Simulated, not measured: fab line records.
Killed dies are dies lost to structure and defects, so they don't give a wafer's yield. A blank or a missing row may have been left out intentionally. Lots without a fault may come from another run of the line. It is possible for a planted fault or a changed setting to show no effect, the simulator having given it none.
fab line records	flow n5Finfet
record lots=4	wafers=12	lastDay=16
route steps=1938 shown SD_EPI_P@319 SD_ACTIVATION@330 ILD0@335 SDB@347 BEOL_M4@1111 PASSIVATION@1936
lots untouched by any fault: they come from a run of this same line in which no faults occurred
startH: start of the lot's first displayed wafer, in hours after the record's first day	waitH: how many hours have passed since the lot's step before this one	" same as the row above	L1.1+2: one row covering several wafers at once	- value missing, or start not given	* or withheld: withheld	< > ~ a bound
route shown NAME@n: NAME is a module with steps in the file, n the number in the route of the first one	usual: mean and standard deviation over wafers with no fault	same: alike in all rows	chamber/n: place in a boat	sites: each site's reading	_std_site: the standard deviation of these	_edge_site: the outer-site mean with the inner-site mean subtracted	radiusMm: how far each site lies from the wafer's centre	mask NAME#n: copy n	behind: the most recent tool/chamber to have shaped the wafer	hold: why the lot was held/for how many hours/how that ended	device: the transistor (n, p or np) that didn't switch	end of line: tests of these same wafers at the route's end	where a step has no rows: the recipe by itself	killed: the dies lost at the first sort to structure and to defects; this is not the yield of the wafer	map: dies across one wafer; x = killed, . = not, _ = none there
set.NAME: setting as actually run; set.NAME@STEP: the setting as run at that earlier step	model.NAME: the simulator's own value behind a step, which no gauge read
lots at some steps of the route; a table a step, a row a wafer
services: the hour from which a tool's chamber was out of use, counted from the record's first day as startH (under 0 if before that day), plus the number of hours and why
## steps
# step N5_SD_EPI_P_PRECLEAN_51
# recipe chemistry=NF3:NH3	afsCycles=1	tempC=30	timeS=20	sublimationTempC=180	sublimationTimeS=60	pressureTorr=3	rfPowerW=30
# step N5_SD_EPI_P_VAPOR_ETCH_44
# recipe chemistry=NF3/Ar	target=SiGe30	tempC=25	timeS=3.3	mode=isotropic
# step N5_SD_EPI_P_EPI_21
# recipe material=SiGe:B	dopant=B	tempC=550	pressureTorr=20	ambient=H2	timeS=355
# step N5_SD_EPI_P_HM_STRIP_48
# recipe chemistry=H3PO4	tempC=160	material=SiNx	target=SiNx	targetDepthA=30	overetchFraction=0.3
# step N5_SD_EPI_P_SRD_49
# recipe dry=ipaMarangoni	timeS=30	tempC=23	rinseLiquid=diw
# step N5_SD_EPI_P_PRECLEAN_24
# recipe chemistry=O3/DIW	timeS=45	tempC=22	o3Ppm=10
# step N5_SD_EPI_P_PRECLEAN_32
# recipe chemistry=dHF	timeS=10	dilution=500:1	tempC=25
# step N5_SD_EPI_P_PRECLEAN_33
# recipe chemistry=SC2	timeS=45	tempC=35	mix=1:1:50
# step N5_SD_EPI_P_SRD_25
# recipe timeS=30	tempC=23	rinseLiquid=diw	dry=ipaMarangoni
# step N5_SD_ACTIVATION_RTA_00
# recipe tempC=975	timeS=0	ambient=N2	idleTempC=600	rampUpCPerS=150	rampDownCPerS=60	coolToC=600
# step N5_SD_ACTIVATION_LSA_01
# recipe tempC=1080	timeS=0.0008	ambient=N2
# usual wafer_temp_C_max=1084.8/1.3
lot.wafer	tool	chamber	startH	waitH	wafer_temp_C_max
L326.1	laserAnneal-02	0	62.57	3.4	1085.3
L326.2	"	0	"	"	1084.5
L326.3	"	0	"	"	1086.8
L327.1	laserAnneal-01	0	68.89	0.2	1084.6
L327.5	"	0	"	"	1081.9
L327.6	"	0	"	"	1084.8
L341.3	laserAnneal-01	0	150.34	0.2	1045.1
L341.5	"	0	"	"	1045.0
L341.6	"	0	"	"	1044.0
L343.2	laserAnneal-01	0	162.55	0.2	1047.6
L343.4	"	0	"	"	1046.0
L343.5	"	0	"	"	1045.4
# step N5_SD_ACTIVATION_RS_MEAS_03
# recipe thkMeasGauge=four-point-probe
# usual RS_SD_N=21.8/0.31	RS_SD_P=55.8/0.94
lot.wafer	tool	chamber	startH	waitH	RS_SD_N[ohm/sq]	RS_SD_P[ohm/sq]
L326.1	filmMetro-01	-	62.78	0.2	21.8	56.2
L326.2	"	-	"	"	22.3	56.9
L326.3	"	-	"	"	21.5	56.1
L327.1	filmMetro-01	-	69.10	0.2	22.2	56.7
L327.5	"	-	"	"	22.2	56.8
L327.6	"	-	"	"	22.1	56.2
L341.3	filmMetro-02	-	150.54	0.2	26.2	57.9
L341.5	"	-	"	"	25.5	57.5
L341.6	"	-	"	"	25.6	58.0
L343.2	filmMetro-02	-	162.74	0.2	26.3	56.2
L343.4	"	-	"	"	25.9	56.3
L343.5	"	-	"	"	26.2	56.4
# step N5_ILD0_LINER_00
# recipe material=SiNx	targetThkA=40	tempC=400	aldPrecursorFamily=SiH2I2	aldCoReactant=N2/H2-plasma	pulseTimeS=1	purgeTimeS=2	coReactantPurgeTimeS=2	aldCycles=80	pressureTorr=2
# step N5_ILD0_FCVD_FILL_01
# recipe material=SiO2_flowable	targetThkA=2000	tempC=100	pressureTorr=0.8	rfW=2000	timeS=328.3
# step N5_ILD0_CURE_02
# recipe tempC=450	timeS=1800	ambient=steam	idleTempC=400	rampUpCPerMin=5	rampDownCPerMin=3	densificationPH2oTorr=640
# step N5_ILD0_CMP_03
# recipe stopOn=SiNx	tOverpolishS=1.9	postCmpClean=alkalineBrush	downForcePsi=4.1491	platenRpm=51.796	padVelocityMS=1.0306	targetThkNm=197.38
# step N5_ILD0_CMP_07
# recipe stopOn=poly-Si	material=SiO2_flowable	tOverpolishS=1.18	postCmpClean=alkalineBrush	downForcePsi=4.1491	platenRpm=51.796	padVelocityMS=1.0306	targetThkNm=138.88
# step N5_ILD0_PRECLEAN_10
# recipe chemistry=NF3:NH3	afsCycles=5	timeS=20	tempC=30	sublimationTempC=180	sublimationTimeS=60	pressureTorr=3	rfPowerW=30
# step N5_ILD0_ALD_15
# recipe material=SiNx	targetThkA=240	tempC=400	aldPrecursorFamily=SiH2I2	aldCoReactant=N2/H2-plasma	pulseTimeS=1	aldCycles=480	purgeTimeS=2	coReactantPurgeTimeS=2	pressureTorr=2
# step N5_ILD0_CMP_12
# recipe stopOn=poly-Si	material=SiNx	tOverpolishS=6	postCmpClean=alkalineBrush	downForcePsi=2.5	platenRpm=51.8	padVelocityMS=1.0307	targetThkNm=17.67
# step N5_SDB_HM_DEP_00
# recipe material=SiNx	targetThkA=400	tempC=400	precursor=SiH4/NH3/N2	pressureTorr=1.5	rfW=300	timeS=35.3
# step N5_SDB_COAT_03
# recipe resist=SOC	tempC=250	timeS=60	spinRpm=1500	resistThkNm=100
# step N5_SDB_COAT_04
# recipe resist=SiARC	tempC=220	timeS=60	spinRpm=1500	resistThkNm=18
# step N5_SDB_COAT_05
# recipe resist=CAR-ArF	spinRpm=1500	resistThkNm=90
# step N5_SDB_EBR_07
# recipe solvent=PGMEA	ebrWidthMm=1.5
# step N5_SDB_SOFTBAKE_06
# recipe tempC=110	timeS=60	resist=CAR-ArF
# step N5_SDB_EXPOSE_08
# recipe maskId=SDB	na=1.35	sourceShape=conventional	sigmaOuter=0.5	polarization=unpolarized	doseMj=49.6
# step N5_SDB_PEB_09
# recipe pebTempC=withheld	pebTimeS=60	resist=CAR-ArF
# step N5_SDB_DEVELOP_10
# recipe developTimeS=30	developer=TMAH	resist=CAR-ArF	rinseLiquid=diw	dry=airSpin	devTempC=23
# step N5_SDB_DESCUM_16
# recipe chemistry=O2	timeS=7.9	sourcePowerW=50	biasPowerW=20	pressureMtorr=20	rfFrequencyHz=2.712e+07	tempC=40	resist=CAR-ArF	o2FlowSccm=225
# step N5_SDB_ETCH_17
# recipe chemistry=CF4	target=SiARC	targetDepthA=234	maskMaterial=CAR-ArF	timeS=39	ionEnergyEv=80	pressureMtorr=40	sourceW=545	biasW=36	Ar_flow_sccm=100	cf4FlowSccm=100	ends=cleared
# step N5_BEOL_M4_RC_MEAS_101
# usual DIBL_N=36.1/1.7	DIBL_P=35.9/2.1	IOFF_N=0.154/0.029	IOFF_P=0.21/0.035	ION_N=673/10	ION_P=463/7.5	RC_DENSE_N=18.9/0.37	RC_N=15.46/0.28	REXT_N=75.1/1.8	RS_SD_N=28.3/0.41	SS_N=71.6/0.59	SS_P=73.2/0.69	VT_N=250.5/2.9	VT_P=-250/3.2
lot.wafer	tool	chamber	startH	waitH	DIBL_N[mV/V]	DIBL_P[mV/V]	IOFF_N[nA/um]	IOFF_P[nA/um]	ION_N[uA/um]	ION_P[uA/um]	RC_DENSE_N[ohm.um]	RC_N[ohm.um]	REXT_N[ohm.um]	RS_SD_N[ohm/sq]	SS_N[mV/dec]	SS_P[mV/dec]	VT_N[mV]	VT_P[mV]
L327.1	prober-01	0	172.93	0.0	37.5	34.8	0.178	0.23	680	467	18.8	15.32	73.9	28.9	72.1	73.2	248.8	-248
L327.5	"	0	"	"	41.6	40.0	0.289	0.35	701	475	19.7	16.29	74.8	28.9	73.2	74.9	243.9	-243
L327.6	"	0	"	"	37.1	34.8	0.187	0.23	672	460	18.4	15.17	73.9	28.7	72.3	73.1	248.8	-249
L326.1	prober-02	0	178.14	0.0	38.8	40.8	0.206	0.29	688	477	19.2	15.59	78.8	28.1	72.9	74.4	246.4	-248
L326.2	"	0	"	"	36.0	37.0	0.137	0.21	660	456	18.7	15.17	78.6	28.6	71.6	73.6	254.4	-249
L326.3	"	0	"	"	34.7	36.3	0.130	0.21	668	463	19.0	15.47	78.7	28.1	71.8	72.8	251.9	-250
L343.2	prober-01	0	275.38	0.2	37.7	37.2	0.188	0.23	672	463	22.7	18.50	85.7	33.5	71.9	73.1	249.2	-252
L343.4	"	0	"	"	36.0	35.9	0.148	0.20	664	464	21.9	18.06	83.9	32.9	72.1	72.6	251.1	-253
L343.5	"	0	"	"	35.2	34.4	0.135	0.19	669	468	22.5	18.35	83.2	32.8	72.1	73.1	253.6	-252
L341.3	prober-01	0	279.90	0.3	33.5	34.5	0.107	0.18	651	466	21.9	17.84	82.3	33.0	70.9	72.4	255.3	-250
L341.5	"	0	"	"	34.2	34.2	0.112	0.18	652	463	22.1	17.89	81.0	32.5	70.6	72.5	252.6	-249
L341.6	"	0	"	"	35.5	36.7	0.139	0.22	670	471	22.6	18.42	82.1	32.9	71.7	73.3	250.9	-248
# step N5_PASSIVATION_PROBE_49
# usual defectLimitedYield=91.3/1.4	killed_at_M0_to_M3=34/9.2	killed_at_M4_up=13/5.3	killedAtContacts=12/6	killedAtFrontEnd=39/12	killedAtOther=4/3.3	killedDies=102/17	killedOpen=67/12	killedShort=34/7.4	sort_bin_4_leakage=0.00/0.014	sort_bin_5_function=5.1/1	sort_bin_6_memory=3.2/0.6	sortNPass=1078/17	sortYieldPct=91.3/1.4
# same grossDies=1180	killedAtBackSide=0	sort_bin_8_speed[%]=0
lot.wafer	tool	chamber	startH	waitH	defectLimitedYield[%]	killed_at_M0_to_M3	killed_at_M4_up	killedAtContacts	killedAtFrontEnd	killedAtOther	killedDies	killedOpen	killedShort	sort_bin_4_leakage[%]	sort_bin_5_function[%]	sort_bin_6_memory[%]	sortNPass	sortYieldPct[%]
L326.1	prober-02	-	280.20	0.0	92.0	12	18	23	40	1	94	62	32	0	4.7	3.1	1086	92.0
L326.2	prober-02	-	280.25	0.1	89.5	56	15	14	29	10	124	82	35	0	5.5	4.2	1056	89.5
L326.3	prober-02	-	280.30	0.1	89.3	45	30	20	25	6	126	89	37	0	6.9	3.3	1054	89.3
L341.3	prober-02	-	380.86	0.1	92.4	38	19	5	28	0	90	57	33	0	3.6	3.5	1090	92.4
L341.5	prober-02	-	380.96	0.2	90.8	37	9	11	49	3	109	70	36	0	5.4	3.1	1071	90.8
L341.6	prober-02	-	381.01	0.3	91.9	35	9	14	37	1	96	59	36	0	4.7	3.1	1084	91.9
# killed by level:class
L326.1 MOL_CONTACT_COAG:geometricParticle:open=18 FIN_SAQP:geometricParticle:short=15 BEOL_M4:geometricParticle:open=10 FIN_SAQP:geometricParticle:open=5 MOL_CONTACT_COAG:geometricParticle:short=5 BEOL_M2:geometricParticle:open=5 STARTING-WAFER:geometricParticle:open=5 BEOL_M0_SAQP:geometricParticle:open=4
L326.2 BEOL_M2:geometricParticle:open=16 MOL_CONTACT_COAG:geometricParticle:open=11 BEOL_M0_SAQP:geometricParticle:open=11 BEOL_M0_SAQP:geometricParticle:short=9 BEOL_M1:geometricParticle:open=8 HKMG_FIN:areaEtch=7 FIN_SAQP:geometricParticle:open=5 BEOL_M2:geometricParticle:short=5
L326.3 BEOL_M4:geometricParticle:open=17 MOL_CONTACT_COAG:geometricParticle:open=15 BEOL_M2:geometricParticle:open=15 BEOL_M0_SAQP:geometricParticle:short=7 STI_FIN_REVEAL:geometricParticle:open=6 FIN_SAQP:geometricParticle:open=5 MOL_CONTACT_COAG:geometricParticle:short=5 BEOL_M3:geometricParticle:open=5
L341.3 BEOL_M2:geometricParticle:open=16 GATE_CUT:geometricParticle:short=7 BEOL_M4:geometricParticle:open=7 BEOL_M4:geometricParticle:short=7 FIN_SAQP:geometricParticle:open=5 BEOL_M0_SAQP:geometricParticle:open=5 ILD0:geometricParticle:short=4 BEOL_M1:geometricParticle:open=4
L341.5 FIN_SAQP:geometricParticle:open=10 MOL_CONTACT_COAG:geometricParticle:open=10 BEOL_M3:geometricParticle:open=9 DUMMY_GATE:geometricParticle:open=8 GATE_CUT:geometricParticle:short=8 BEOL_M0_SAQP:geometricParticle:short=6 STARTING-WAFER:geometricParticle:short=5 BEOL_M0_SAQP:geometricParticle:open=5
L341.6 BEOL_M1:geometricParticle:short=13 MOL_CONTACT_COAG:geometricParticle:open=12 FIN_SAQP:geometricParticle:open=8 BEOL_M1:geometricParticle:open=7 DUMMY_GATE:geometricParticle:open=6 BEOL_M4:geometricParticle:open=6 GATE_CUT:geometricParticle:short=5 FIN_SAQP:geometricParticle:short=4
## services
tool	chamber	startH	hours	kind
laserAnneal-01	-	59.13	5.1	repair
laserAnneal-02	-	64.27	1.3	pm
## key
firstSign step=N5_SD_ACTIVATION_LSA_01	reading=wafer_temp_C_max	direction=down	sigmas=29	usual=*	struck=*
effect step=N5_SD_ACTIVATION_RS_MEAS_03	reading=RS_SD_N	direction=up	sigmas=13	usual=21.8	struck=25.9
effect step=N5_BEOL_M4_RC_MEAS_101	reading=RS_SD_N	direction=up	sigmas=11	usual=28.3	struck=32.9
effect step=N5_BEOL_M4_RC_MEAS_101	reading=RC_N	direction=up	sigmas=9.6	usual=15.46	struck=18.18
effect step=N5_BEOL_M4_RC_MEAS_101	reading=RC_DENSE_N	direction=up	sigmas=9	usual=18.9	struck=22.3
effect step=N5_BEOL_M4_RC_MEAS_101	reading=REXT_N	direction=up	sigmas=4.5	usual=75.1	struck=83.0
metAt N5_SD_ACTIVATION_LSA_01
struckWafers L341.3,L341.5,L341.6,L343.2,L343.4,L343.5
onsetBetween 68.89 150.34
fault kind=processParameterDrift	tool=laserAnneal-01	chamber=-	onsetH=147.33	steps=N5_SD_ACTIVATION_LSA_01	channel=tempC	offset=*	shape=step	endH=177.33	stated=*
